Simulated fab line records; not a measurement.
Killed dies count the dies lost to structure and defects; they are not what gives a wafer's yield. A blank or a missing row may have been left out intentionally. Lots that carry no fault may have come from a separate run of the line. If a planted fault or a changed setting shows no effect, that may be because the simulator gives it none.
fab line records + flow n5_finfet
record
- lots=11
- wafers=31
- last_day=19
route steps=1938 shown HKMG_FIN@387 PASSIVATION@1936
lots that met no fault: from a run of the same line without faults
start_h: start of the lot's first displayed wafer, in hours after the record's first day + wait_h: how many hours have passed since the lot's step before this one + " as in the row above + L1.1+2: several wafers, shown together as one row + - no value present, or no start provided + * or withheld: withheld + < > ~ a bound
route shown NAME@n: a module of which the file shows steps, and the number in the route of the first + usual: mean and standard deviation over wafers with no fault + same: alike in all rows + chamber/n: place in a boat + sites: the reading at each site + _std_site: standard deviation across them + _edge_site: inner sites' mean taken away from outer sites' mean + radius_mm: for every site, how far away it sits from the centre of the wafer + mask NAME#n: copy n + behind: the tool/chamber that last shaped the wafer + hold: reason for holding the lot/hours on hold/outcome of the hold + device: whichever transistor did not switch (one of n, p or np) + end of line: the route-end tests of the same wafers + for a step that has no rows: nothing shown but its recipe + killed: dies lost to structure and defects at the first sort, not the wafer's yield + map: a wafer's dies, x killed, . not, _ none there
set.NAME: setting as actually run; set.NAME@STEP: the setting as run at that earlier step + model.NAME: the simulator's own value behind a step, which no gauge read
steps of the route over a sample of lots; a table a step, a row a wafer
services: from which hour (start_h, from the record's first day; less than 0 if before it) a tool's chamber was out of use, for how many hours, and why
## steps
# step N5_HKMG_FIN_HK_ANNEAL_02
# recipe
- temp_c=700
- time_s=30
- ambient=N2
- idle_temp_c=600
- ramp_up_c_per_s=150
- ramp_down_c_per_s=60
- cool_to_c=600
# usual
- lamp_power_pct=8.80/0.058
- lamp_zone_2_pct=8.799/0.012
- wafer_temp_C_max=703.0/0.78
| lot.wafer | tool          | chamber | start_h | wait_h | lamp_power_pct | lamp_zone_2_pct | wafer_temp_C_max |
|-----------|---------------|---------|---------|--------|----------------|-----------------|------------------|
| L984.1    | rtp_anneal-02 | 0       | 73.96   | 0.2    | 8.77           | 8.808           | 703.0            |
| L984.3    | "             | 0       | "       | "      | 8.75           | 8.816           | 702.5            |
| L987.1    | rtp_anneal-02 | 0       | 90.06   | 0.1    | 8.74           | 8.797           | 702.0            |
| L987.2    | "             | 0       | "       | "      | 8.80           | 8.795           | 703.0            |
| L987.5    | "             | 0       | "       | "      | 8.75           | 8.810           | 703.0            |
| L988.1    | rtp_anneal-01 | 0       | 97.85   | 0.2    | 8.83           | 8.777           | 702.0            |
| L988.3    | "             | 0       | "       | "      | 8.91           | 8.810           | 703.4            |
| L988.6    | "             | 0       | "       | "      | 8.81           | 8.813           | 702.8            |
| L990.1    | rtp_anneal-01 | 0       | 109.42  | 0.1    | 8.80           | 8.807           | 703.5            |
| L990.2    | "             | 0       | "       | "      | 8.91           | 8.789           | 701.8            |
| L990.6    | "             | 0       | "       | "      | 8.80           | 8.816           | 703.1            |
| L991.2    | rtp_anneal-02 | 0       | 115.32  | 0.1    | 8.72           | 8.789           | 702.6            |
| L991.5    | "             | 0       | "       | "      | 8.81           | 8.773           | 704.0            |
| L991.6    | "             | 0       | "       | "      | 8.74           | 8.802           | 703.9            |
| L995.2    | rtp_anneal-01 | 0       | 136.06  | 0.4    | 8.87           | 8.795           | 701.8            |
| L995.5    | "             | 0       | "       | "      | 8.81           | 8.809           | 702.6            |
| L997.4    | rtp_anneal-01 | 0       | 150.76  | 0.4    | 8.78           | 8.814           | 702.9            |
| L997.5    | "             | 0       | "       | "      | 8.76           | 8.782           | 702.3            |
| L997.6    | "             | 0       | "       | "      | 8.79           | 8.791           | 705.9            |
| L101.2    | rtp_anneal-01 | 0       | 172.63  | 0.4    | 8.85           | 8.809           | 702.4            |
| L101.3    | "             | 0       | "       | "      | 8.87           | 8.788           | 702.6            |
| L101.4    | "             | 0       | "       | "      | 8.85           | 8.778           | 703.1            |
| L105.2    | rtp_anneal-02 | 0       | 204.65  | 0.1    | 8.79           | 8.809           | 703.3            |
| L105.3    | "             | 0       | "       | "      | 8.73           | 8.819           | 702.2            |
| L105.6    | "             | 0       | "       | "      | 8.85           | 8.794           | 702.5            |
| L106.2    | rtp_anneal-01 | 0       | 205.89  | 0.3    | 8.76           | 8.811           | 702.3            |
| L106.5    | "             | 0       | "       | "      | 8.84           | 8.807           | 702.9            |
| L106.6    | "             | 0       | "       | "      | 8.77           | 8.795           | 704.3            |
| L107.1    | rtp_anneal-01 | 0       | 212.35  | 0.1    | 8.82           | 8.813           | 702.9            |
| L107.3    | "             | 0       | "       | "      | 8.73           | 8.790           | 703.5            |
| L107.6    | "             | 0       | "       | "      | 8.83           | 8.784           | 703.0            |
# step N5_HKMG_FIN_ETCH_55
# recipe
- chemistry=N2/H2
- target=SOC
- target_depth_a=2400
- temp_c=40
- time_s=300
- ion_energy_ev=200
- mask_material=SiARC
- pressure_mtorr=30
- source_w=840
- bias_w=150
- n2_flow_sccm=200
- h2_flow_sccm=200
# usual
- drypump_motor_current_A=5.7/0.41
- h2_flow_sccm=199.9/0.59
- oes_product_au=0.78/0.1
- rf_fwd_power_W=837.7/2.6
- rf_vpp_V=524.6/2.9
- run_length_s=323.3/0.45
- showerhead_plenum_p_Torr=2.56/0.1
- throttle_valve_pct=17.87/0.25
| lot.wafer | tool        | chamber | start_h | wait_h | drypump_motor_current_A | h2_flow_sccm | oes_product_au | rf_fwd_power_W | rf_hours_counter_h | rf_vpp_V | run_length_s | showerhead_plenum_p_Torr | throttle_valve_pct |
|-----------|-------------|---------|---------|--------|-------------------------|--------------|----------------|----------------|--------------------|----------|--------------|--------------------------|--------------------|
| L984.1    | rie_diel-03 | 2       | 75.08   | 0.0    | 5.2                     | 199.8        | 0.71           | 834.3          | 203                | 524.1    | 323.2        | 2.51                     | 17.94              |
| L984.3    | "           | 0       | "       | "      | 6.2                     | 199.5        | 0.74           | 833.6          | 155                | 526.9    | 323.2        | 2.65                     | 17.96              |
| L987.1    | rie_diel-01 | 3       | 91.28   | 0.0    | 5.7                     | 200.1        | 0.70           | 841.6          | 232                | 520.8    | 323.7        | 2.41                     | 18.48              |
| L987.2    | "           | 0       | "       | "      | 5.1                     | 200.6        | 0.82           | 839.1          | 64                 | 528.0    | 323.9        | 2.68                     | 17.69              |
| L987.5    | "           | 0       | "       | "      | 5.2                     | 200.4        | 0.82           | 835.8          | -                  | 526.3    | 323.5        | 2.68                     | 17.68              |
| L988.1    | rie_diel-05 | 3       | 98.79   | 0.0    | 6.1                     | 200.1        | 0.74           | 837.1          | 182                | 519.5    | 323.8        | 2.42                     | 17.74              |
| L988.3    | "           | 2       | "       | "      | 6.1                     | 200.7        | 0.75           | 834.4          | 150                | 527.8    | 322.5        | 2.65                     | 17.97              |
| L988.6    | "           | 2       | "       | "      | 6.1                     | 200.9        | 0.75           | 832.9          | -                  | 526.8    | 322.4        | 2.65                     | 17.95              |
| L990.1    | rie_diel-05 | 0       | 110.23  | 0.0    | 6.1                     | 198.8        | 0.72           | 838.0          | 221                | 521.1    | 323.4        | 2.40                     | 17.77              |
| L990.2    | "           | 3       | "       | "      | 6.1                     | 199.1        | 0.73           | 831.8          | 187                | 519.2    | 323.7        | 2.41                     | 17.74              |
| L990.6    | "           | 1       | "       | "      | 5.5                     | 199.8        | 0.68           | 835.2          | -                  | 523.4    | 323.2        | 2.50                     | 17.88              |
| L991.2    | rie_diel-03 | 0       | 116.23  | 0.0    | 6.2                     | 200.2        | 0.71           | 840.2          | 173                | 526.1    | 323.5        | 2.64                     | 17.99              |
| L991.5    | "           | 1       | "       | "      | 6.1                     | 199.2        | 0.68           | 837.2          | -                  | 523.1    | 323.0        | 2.52                     | 17.76              |
| L991.6    | "           | 0       | "       | "      | 6.2                     | 201.1        | 0.72           | 833.0          | -                  | 526.7    | 323.0        | 2.64                     | 17.98              |
| L995.2    | rie_diel-05 | 0       | 137.02  | 0.0    | 6.1                     | 201.1        | 0.71           | 838.7          | 230                | 519.4    | 322.8        | 2.40                     | 17.80              |
| L995.5    | "           | 2       | "       | "      | 6.1                     | 200.0        | 0.74           | 840.6          | -                  | 526.8    | 322.4        | 2.64                     | 17.99              |
| L997.4    | rie_diel-01 | 1       | 152.93  | 0.1    | 6.1                     | 200.0        | 0.92           | 836.4          | -                  | 525.4    | 323.0        | 2.60                     | 17.59              |
| L997.5    | "           | 0       | "       | "      | 5.2                     | 199.0        | 0.78           | 840.4          | -                  | 527.8    | 324.0        | 2.67                     | 17.73              |
| L997.6    | "           | 2       | "       | "      | 5.6                     | 199.9        | 0.90           | 837.9          | -                  | 527.0    | 322.4        | 2.60                     | 17.65              |
| L101.2    | rie_diel-01 | 2       | 173.69  | 0.0    | 5.5                     | 199.6        | 0.89           | 836.0          | 41                 | 525.5    | 322.5        | 2.59                     | 17.67              |
| L101.3    | "           | 3       | "       | "      | 5.7                     | 199.7        | 0.93           | 837.4          | 8                  | 528.4    | 323.6        | 2.72                     | 18.05              |
| L101.4    | "           | 0       | "       | "      | 5.2                     | 199.8        | 0.78           | -              | 99                 | 529.1    | 283.8        | 2.67                     | 17.74              |
| L105.2    | rie_diel-03 | 2       | 205.77  | 0.0    | 5.2                     | 199.5        | 0.68           | 842.6          | 265                | 523.4    | 323.7        | 2.48                     | 18.06              |
| L105.3    | "           | 0       | "       | "      | 6.2                     | 199.8        | 0.69           | 835.1          | 213                | 526.3    | 323.0        | 2.62                     | 18.06              |
| L105.6    | "           | 2       | "       | "      | 5.2                     | 199.1        | 0.68           | 841.0          | -                  | 522.6    | 323.5        | 2.48                     | 18.05              |
| L106.2    | rie_diel-03 | 2       | 206.67  | 0.0    | 5.2                     | 198.7        | 0.67           | 834.1          | 266                | 521.9    | 323.3        | 2.48                     | 18.05              |
| L106.5    | "           | 2       | "       | "      | 5.2                     | 199.6        | 0.67           | 834.5          | -                  | 522.7    | 323.4        | 2.48                     | 18.04              |
| L106.6    | "           | 3       | "       | "      | 5.1                     | 200.1        | 0.70           | 839.0          | -                  | 520.1    | 323.9        | 2.41                     | 18.02              |
| L107.1    | rie_diel-03 | 0       | 213.39  | 0.0    | 6.2                     | 198.8        | 0.68           | 835.3          | 218                | 526.5    | 322.9        | 2.62                     | 18.06              |
| L107.3    | "           | 3       | "       | "      | 5.2                     | 199.4        | 0.70           | 839.7          | 200                | 520.1    | 323.6        | 2.41                     | 18.01              |
| L107.6    | "           | 1       | "       | "      | 6.1                     | 199.4        | 0.99           | 837.6          | -                  | 522.5    | 323.0        | 2.50                     | 17.30              |
# step N5_HKMG_FIN_STRIP_57
# recipe
- chemistry=CF4
- resist=SiARC
- power_w=300
- bias_power_w=75
- pressure_mtorr=50
- cf4_flow_sccm=150
- rf_frequency_hz=6e+07
# usual
- bias_power_w=75.01/0.22
- drypump_motor_current_A=5.7/0.41
- oes_product_au=0.78/0.091
- rf_fwd_power_W=293.2/1.4
- rf_vpp_V=271.5/1.7
- showerhead_plenum_p_Torr=1.81/0.066
- throttle_valve_pct=13.7/0.31
| lot.wafer | tool        | chamber | start_h | wait_h | bias_power_w | drypump_motor_current_A | oes_product_au | rf_fwd_power_W | rf_hours_counter_h | rf_vpp_V | showerhead_plenum_p_Torr | throttle_valve_pct |
|-----------|-------------|---------|---------|--------|--------------|-------------------------|----------------|----------------|--------------------|----------|--------------------------|--------------------|
| L984.1    | rie_diel-03 | 2       | 75.27   | 0.0    | 75.16        | 5.2                     | 0.71           | 291.0          | 203                | 271.7    | 1.77                     | 13.8               |
| L984.3    | "           | 0       | "       | "      | 75.55        | 6.2                     | 0.73           | 293.4          | 155                | 272.2    | 1.88                     | 13.8               |
| L987.1    | rie_diel-01 | 3       | 91.47   | 0.0    | 74.71        | 5.7                     | 0.71           | -              | 232                | 269.5    | 1.72                     | 14.3               |
| L987.2    | "           | 0       | "       | "      | 74.89        | 5.1                     | 0.83           | 291.7          | 64                 | 273.0    | 1.90                     | 13.5               |
| L987.5    | "           | 0       | "       | "      | 75.16        | 5.1                     | 0.82           | 293.0          | -                  | 272.9    | 1.90                     | 13.5               |
| L988.1    | rie_diel-05 | 3       | 98.98   | 0.0    | 74.71        | 6.1                     | 0.73           | -              | 182                | 270.2    | 1.72                     | 13.7               |
| L988.3    | "           | 2       | "       | "      | 75.24        | 6.1                     | 0.75           | 292.9          | 150                | 273.5    | 1.85                     | 13.7               |
| L988.6    | "           | 2       | "       | "      | 75.09        | 6.1                     | 0.75           | 292.0          | -                  | 273.6    | 1.85                     | 13.7               |
| L990.1    | rie_diel-05 | 0       | 110.42  | 0.0    | 74.94        | 6.1                     | 0.70           | 292.2          | 221                | 268.4    | 1.70                     | 13.6               |
| L990.2    | "           | 3       | "       | "      | 74.85        | 6.1                     | 0.72           | 293.5          | 187                | 269.4    | 1.72                     | 13.7               |
| L990.6    | "           | 1       | "       | "      | 75.02        | 5.5                     | 0.70           | -              | -                  | 272.3    | 1.79                     | 13.9               |
| L991.2    | rie_diel-03 | 0       | 116.42  | 0.0    | 75.30        | 6.1                     | 0.72           | -              | 173                | 271.6    | 1.87                     | 13.8               |
| L991.5    | "           | 1       | "       | "      | 75.15        | 6.1                     | 0.69           | -              | -                  | 272.4    | 1.78                     | 13.6               |
| L991.6    | "           | 0       | "       | "      | 75.20        | 6.2                     | 0.72           | 292.7          | -                  | 273.2    | 1.87                     | 13.8               |
| L995.2    | rie_diel-05 | 0       | 137.21  | 0.0    | 75.04        | 6.1                     | 0.70           | -              | 230                | 268.0    | 1.70                     | 13.6               |
| L995.5    | "           | 2       | "       | "      | 74.93        | 6.1                     | 0.74           | 294.0          | -                  | 273.4    | 1.85                     | 13.7               |
| L997.4    | rie_diel-01 | 1       | 153.04  | 0.0    | 74.87        | 6.1                     | 0.88           | 292.5          | -                  | 272.2    | 1.81                     | 13.2               |
| L997.5    | "           | 0       | "       | "      | 74.97        | 5.2                     | 0.79           | 292.4          | -                  | 273.6    | 1.89                     | 13.5               |
| L997.6    | "           | 2       | "       | "      | 74.93        | 5.6                     | 0.90           | 294.6          | -                  | 272.5    | 1.83                     | 13.3               |
| L101.2    | rie_diel-01 | 2       | 173.88  | 0.0    | 74.52        | 5.5                     | 0.88           | 295.7          | 41                 | 273.0    | 1.82                     | 13.3               |
| L101.3    | "           | 3       | "       | "      | 75.03        | 5.7                     | 0.93           | 295.9          | 8                  | 275.3    | 1.93                     | 13.8               |
| L101.4    | "           | 0       | "       | "      | 74.29        | 5.1                     | 0.79           | -              | 100                | 272.8    | 1.89                     | 13.6               |
| L105.2    | rie_diel-03 | 2       | 205.96  | 0.0    | 75.02        | 5.2                     | 0.67           | 292.0          | 265                | 270.6    | 1.76                     | 13.9               |
| L105.3    | "           | 0       | "       | "      | 75.29        | 6.2                     | 0.69           | 291.6          | 214                | 272.8    | 1.86                     | 13.9               |
| L105.6    | "           | 2       | "       | "      | 75.01        | 5.2                     | 0.66           | 291.9          | -                  | 270.4    | 1.76                     | 13.9               |
| L106.2    | rie_diel-03 | 2       | 206.86  | 0.0    | 75.22        | 5.2                     | 0.67           | 292.1          | 266                | 271.4    | 1.76                     | 14.0               |
| L106.5    | "           | 2       | "       | "      | 75.33        | 5.2                     | 0.66           | 291.4          | -                  | 271.5    | 1.76                     | 13.9               |
| L106.6    | "           | 3       | "       | "      | 74.89        | 5.1                     | 0.71           | -              | -                  | 269.1    | 1.72                     | 14.0               |
| L107.1    | rie_diel-03 | 0       | 213.59  | 0.0    | 74.95        | 6.2                     | 0.69           | -              | 219                | 271.3    | 1.86                     | 13.9               |
| L107.3    | "           | 3       | "       | "      | 74.84        | 5.1                     | 0.71           | -              | 200                | 269.0    | 1.72                     | 13.9               |
| L107.6    | "           | 1       | "       | "      | 74.79        | 6.1                     | 0.98           | 295.0          | -                  | 271.3    | 1.77                     | 13.0               |
# step N5_HKMG_FIN_STRIP_60
# recipe
- chemistry=N2/H2
- power_w=2500
- temp_c=300
- h2_frac=0.65
- time_s=360
- pressure_mtorr=withheld
- n2_flow_sccm=1750
- h2_flow_sccm=3250
# usual
- drypump_motor_current_A=5.8/0.44
- h2_flow_sccm=3250/9.8
- heater_power_w=497/42
| lot.wafer | tool            | chamber | start_h | wait_h | drypump_motor_current_A | h2_flow_sccm | heater_power_w | rf_hours_counter_h |
|-----------|-----------------|---------|---------|--------|-------------------------|--------------|----------------|--------------------|
| L984.1    | plasma_asher-01 | 0       | 75.87   | 0.0    | 5.5                     | 3260         | 512            | 36                 |
| L984.3    | "               | 1       | "       | "      | 5.3                     | 3252         | 423            | -                  |
| L987.1    | plasma_asher-02 | 1       | 92.07   | 0.0    | 5.7                     | 3235         | 506            | 90                 |
| L987.2    | "               | 0       | "       | "      | 6.5                     | 3260         | 529            | 90                 |
| L987.5    | "               | 0       | "       | "      | 6.4                     | 3269         | 545            | -                  |
| L988.1    | plasma_asher-02 | 0       | 99.57   | 0.0    | 6.5                     | 3262         | 542            | 92                 |
| L988.3    | "               | 1       | "       | "      | 5.7                     | 3241         | 505            | -                  |
| L988.6    | "               | 1       | "       | "      | 5.7                     | 3248         | 502            | -                  |
| L990.1    | plasma_asher-02 | 0       | 111.02  | 0.0    | 6.4                     | 3251         | 531            | 94                 |
| L990.2    | "               | 1       | "       | "      | 5.7                     | 3248         | 495            | 94                 |
| L990.6    | "               | 0       | "       | "      | 6.4                     | 3246         | 540            | -                  |
| L991.2    | plasma_asher-01 | 0       | 117.02  | 0.0    | 5.5                     | 3261         | 510            | 44                 |
| L991.5    | "               | 0       | "       | "      | 5.5                     | 3250         | 509            | -                  |
| L991.6    | "               | 1       | "       | "      | 5.3                     | 3270         | 417            | -                  |
| L995.2    | plasma_asher-01 | 0       | 137.81  | 0.0    | 5.5                     | 3251         | 519            | 48                 |
| L995.5    | "               | 1       | "       | "      | 5.3                     | 3259         | 425            | -                  |
| L997.4    | plasma_asher-02 | 1       | 153.74  | 0.1    | 5.7                     | 3250         | 501            | -                  |
| L997.5    | "               | 0       | "       | "      | 6.5                     | 3242         | 549            | -                  |
| L997.6    | "               | 1       | "       | "      | 5.7                     | 3239         | 524            | -                  |
| L101.2    | plasma_asher-02 | 0       | 174.47  | 0.0    | 6.5                     | 3246         | 531            | 106                |
| L101.3    | "               | 1       | "       | "      | 5.7                     | 3250         | 516            | -                  |
| L101.4    | "               | 0       | "       | "      | 6.4                     | 3259         | 535            | -                  |
| L105.2    | plasma_asher-01 | 0       | 206.55  | 0.0    | 5.5                     | 3260         | 500            | 61                 |
| L105.3    | "               | 0       | "       | "      | 5.5                     | 3249         | 512            | -                  |
| L105.6    | "               | 1       | "       | "      | 5.3                     | 3234         | 420            | -                  |
| L106.2    | plasma_asher-02 | 1       | 207.45  | 0.0    | 5.7                     | 3236         | 525            | 113                |
| L106.5    | "               | 0       | "       | "      | 6.5                     | 3254         | 538            | -                  |
| L106.6    | "               | 1       | "       | "      | 5.7                     | 3258         | 510            | -                  |
| L107.1    | plasma_asher-02 | 0       | 214.19  | 0.0    | 6.5                     | 3241         | 517            | 115                |
| L107.3    | "               | 0       | "       | "      | 6.5                     | 3233         | 536            | -                  |
| L107.6    | "               | 0       | "       | "      | 6.5                     | 3242         | 525            | -                  |
# step N5_PASSIVATION_PROBE_49
# usual
- killed_at_M0_to_M3=33/9.9
- killed_at_M4_up=14/6.4
- killed_at_contacts=12/7
- killed_at_front_end=41/13
- killed_at_other=3.1/2.9
- killed_dies=103/20
- killed_open=67/14
- killed_short=34/9.4
# same
- gross_dies=1180
- killed_at_back_side=0
| lot.wafer | tool      | chamber | start_h | wait_h | killed_at_M0_to_M3 | killed_at_M4_up | killed_at_contacts | killed_at_front_end | killed_at_other | killed_dies | killed_open | killed_short |
|-----------|-----------|---------|---------|--------|--------------------|-----------------|--------------------|---------------------|-----------------|-------------|-------------|--------------|
| L995.2    | prober-02 | -       | 317.41  | 0.1    | 25                 | 21              | 8                  | 33                  | 1               | 88          | 58          | 24           |
| L995.5    | prober-02 | -       | 317.56  | 0.2    | 19                 | 11              | 14                 | 43                  | 4               | 91          | 48          | 30           |
| L997.4    | prober-02 | -       | 351.55  | 0.2    | 41                 | 17              | 17                 | 33                  | 1               | 109         | 78          | 30           |
| L997.5    | prober-02 | -       | 351.60  | 0.2    | 35                 | 11              | 32                 | 24                  | 1               | 103         | 72          | 30           |
| L997.6    | prober-02 | -       | 351.65  | 0.3    | 43                 | 10              | 12                 | 24                  | 1               | 90          | 59          | 30           |
| L101.3    | prober-02 | -       | 378.30  | 0.1    | 40                 | 18              | 5                  | 39                  | 4               | 106         | 58          | 34           |
# killed by level:class
L995.2 BEOL_M4:geometric_particle:open=9 BEOL_M2:geometric_particle:open=8 FIN_SAQP:geometric_particle:open=7 MOL_CONTACT_COAG:geometric_particle:open=6 BEOL_M0_SAQP:geometric_particle:open=5 BEOL_M4:geometric_particle:short=5 HKMG_FIN:area_etch=5 FIN_SAQP:geometric_particle:short=4
L995.5 MOL_CONTACT_COAG:geometric_particle:open=12 HKMG_FIN:area_etch=9 FIN_SAQP:geometric_particle:short=6 BEOL_M0_SAQP:geometric_particle:short=6 BEOL_M4:geometric_particle:open=6 FIN_SAQP:geometric_particle:open=5 BEOL_M2:geometric_particle:open=5 DUMMY_GATE:geometric_particle:open=4
L997.4 MOL_CONTACT_COAG:geometric_particle:open=16 BEOL_M2:geometric_particle:open=13 BEOL_M4:geometric_particle:open=10 BEOL_M0_SAQP:geometric_particle:open=9 STARTING-WAFER:geometric_particle:short=6 FIN_SAQP:geometric_particle:short=5 BEOL_M0_SAQP:geometric_particle:short=5 BEOL_M1:geometric_particle:open=5
L997.5 MOL_CONTACT_COAG:geometric_particle:open=26 BEOL_M2:geometric_particle:open=9 BEOL_M0_SAQP:geometric_particle:short=8 MOL_CONTACT_COAG:geometric_particle:short=6 BEOL_M1:geometric_particle:open=5 FIN_SAQP:geometric_particle:short=4 BEOL_M0_SAQP:geometric_particle:open=4 BEOL_M2:geometric_particle:short=4
L997.6 BEOL_M1:geometric_particle:open=18 BEOL_M2:geometric_particle:open=9 FIN_SAQP:geometric_particle:open=7 FIN_SAQP:geometric_particle:short=7 BEOL_M0_SAQP:geometric_particle:short=7 MOL_CONTACT_COAG:geometric_particle:short=6 MOL_CONTACT_COAG:geometric_particle:open=6 BEOL_M0_SAQP:geometric_particle:open=4
L101.3 HKMG_FIN:area_etch=12 BEOL_M3:geometric_particle:open=9 STI_FIN_REVEAL:geometric_particle:open=7 BEOL_M0_SAQP:geometric_particle:open=7 BEOL_M0_SAQP:geometric_particle:short=6 BEOL_M4:geometric_particle:open=6 FIN_SAQP:geometric_particle:short=5 BEOL_M1:geometric_particle:open=5
## services
| tool            | chamber | start_h | hours | kind                          |
|-----------------|---------|---------|-------|-------------------------------|
| rie_diel-01     | 1       | 59.08   | 2.7   | repair                        |
| rie_diel-03     | 3       | 60.64   | 132.0 | repair                        |
| rie_diel-01     | 1       | 67.45   | -     | clean                         |
| rie_diel-01     | 1       | 67.45   | -     | consumable_replace:focus_ring |
| rie_diel-01     | 1       | 67.45   | 16.1  | scheduled_down                |
| rie_diel-01     | 1       | 67.45   | 16.1  | vent_cycle                    |
| rie_diel-01     | 2       | 79.65   | 27.8  | repair                        |
| plasma_asher-01 | -       | 82.60   | 2.8   | pm                            |
| plasma_asher-01 | -       | 112.36  | 0.9   | repair                        |
| rtp_anneal-02   | -       | 118.69  | 61.9  | pm                            |
| rie_diel-01     | 3       | 137.47  | -     | clean                         |
| rie_diel-01     | 3       | 137.47  | -     | consumable_replace:focus_ring |
| rie_diel-01     | 3       | 137.47  | -     | consumable_replace:showerhead |
| plasma_asher-02 | -       | 140.60  | 4.3   | pm                            |
| rie_diel-05     | 0       | 175.21  | 1.2   | repair                        |
| rtp_anneal-01   | -       | 180.85  | 2.4   | pm                            |
| rie_diel-03     | 1       | 192.64  | -     | clean                         |
| rie_diel-03     | 1       | 192.64  | -     | consumable_replace:focus_ring |
| rie_diel-03     | 1       | 192.64  | 15.9  | scheduled_down                |
| rie_diel-03     | 1       | 192.64  | 15.9  | vent_cycle                    |
| rie_diel-03     | 2       | 208.58  | -     | clean                         |
| rie_diel-03     | 2       | 208.58  | -     | consumable_replace:focus_ring |
| rie_diel-03     | 2       | 208.58  | 19.2  | scheduled_down                |
| rie_diel-03     | 2       | 208.58  | 19.2  | vent_cycle                    |
## key
first_sign
- step=N5_HKMG_FIN_ETCH_55
- reading=run_length_s
- direction=down
- sigmas=88
- usual=*
- struck=*
effect none on later readings
met_at N5_HKMG_FIN_ETCH_55
struck_lots L101
struck_wafers L101.4
tester_left_out L101
baseline_loss
- step=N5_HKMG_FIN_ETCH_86
- wafers=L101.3
not_acting_at N5_HKMG_FIN_HK_ANNEAL_02,N5_HKMG_FIN_STRIP_57,N5_HKMG_FIN_STRIP_60
onset_between 152.93 173.69
fault
- kind=process_parameter_drift
- tool=rie_diel-01
- chamber=-
- onset_h=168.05
- steps=N5_HKMG_FIN_ETCH_55
- channel=time_s
- offset=*
- shape=step
- end_h=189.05
- scope=struck_wafers_only
- acts_in=*
- stated=*
# tester_left_out: of these lots the tester's yield and bins aren't shown, on N5 and GAA mostly nor the transistor test; their killed dies are dies lost to structure and defects alone, not to doping, threshold or leakage, so they don't give the yield
# baseline_loss: these wafers lose ten dies or more at that step, a loss of the line's own and not of a fault; the sort's usual values leave them out
